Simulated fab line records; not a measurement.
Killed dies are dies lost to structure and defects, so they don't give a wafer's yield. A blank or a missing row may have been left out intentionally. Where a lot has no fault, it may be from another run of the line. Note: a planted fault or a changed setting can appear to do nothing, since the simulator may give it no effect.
A single fault, viewed from 2 desks	flow n5-finfet	each desk holds nothing but its own numbers, with what lay behind them at the end

## AT THE METROLOGY DESK
What the gauges read, lot by lot, whatever tool the lot ran on: means of the sampled wafers that have a number. A lot is out of limits, marked OUT, if its mean lies more than 4 standard deviations from the usual mean; the brackets give that distance. Only the readings that lie furthest out on some lot appear, 7 of the 11 it has.
Columns: A = MD_CAP_THK at N5_MOL_CONTACT_COAG_THK_MEAS_29, usual 17.89 nm; B = DIBL_N at N5_BEOL_M4_RC_MEAS_101, usual 36.0 mV/V; C = DIBL_P at N5_BEOL_M4_RC_MEAS_101, usual 36.0 mV/V; D = ION_P at N5_BEOL_M4_RC_MEAS_101, usual 461 uA/um; E = SS_N at N5_BEOL_M4_RC_MEAS_101, usual 71.5 mV/dec; F = VT_N at N5_BEOL_M4_RC_MEAS_101, usual 250.4 mV; G = VT_P at N5_BEOL_M4_RC_MEAS_101, usual -251.0 mV
lot	first seen here	A	B	C	D	E	F	G
L419	day 5 02:59	17.92	34.9	34.5	451	70.7	253.1	-255.5
L420	day 5 11:12	17.83	35.1	34.1	461	71.1	254.7	-252.2
L425	day 6 19:44	17.83	36.8	35.1	456	71.1	250.0	-253.4
L427	day 7 04:33	17.91	37.0	36.6	464	71.3	249.6	-251.2
L428	day 7 07:58	17.91	35.4	36.6	467	71.2	250.4	-249.5
L435	day 9 11:27	17.66	38.0	39.0	460	71.5	253.8	-251.4
L440	day 10 19:54	17.85	33.6	33.1	463	71.0	253.0	-251.0
L442	day 11 02:57	17.90	37.1	35.7	458	71.4	249.6	-249.7
L441	day 11 06:41	17.88	33.5	33.7	459	71.0	253.2	-252.9
Result from this desk: across the 9 lots, nothing is out of limits.

## AT THE TOOL OWNER'S DESK: cmp-04
The tool's own readings at N5_MOL_CONTACT_COAG_CMP_28 (polishes, stops on SiNx, t overpolish 0.85 s, target thk 14.522 nm): means of the sampled wafers that have a number, for each lot that ran on this tool. A lot is out of limits, marked OUT, if its mean lies more than 4 standard deviations from the usual mean; the brackets give that distance.
Columns: A = motor-current-A at N5_MOL_CONTACT_COAG_CMP_28, usual 11.5 A; B = time-to-endpoint-s at N5_MOL_CONTACT_COAG_CMP_28, usual 5.2 s
lot	first seen here	A	B
L425	day 6 19:31	11.6	5.8
L427	day 7 04:20	11.5	4.5
L428	day 7 07:41	10.5	6.4
L435	day 9 11:09	11.6	5.1
Result from this desk: across the 4 lots, nothing is out of limits.

## BROUGHT TOGETHER
Metrology desk: nothing out of limits seen.
The tool owner's desk saw nothing out of limits.

## WHAT THE SIMULATOR HAD PUT IN
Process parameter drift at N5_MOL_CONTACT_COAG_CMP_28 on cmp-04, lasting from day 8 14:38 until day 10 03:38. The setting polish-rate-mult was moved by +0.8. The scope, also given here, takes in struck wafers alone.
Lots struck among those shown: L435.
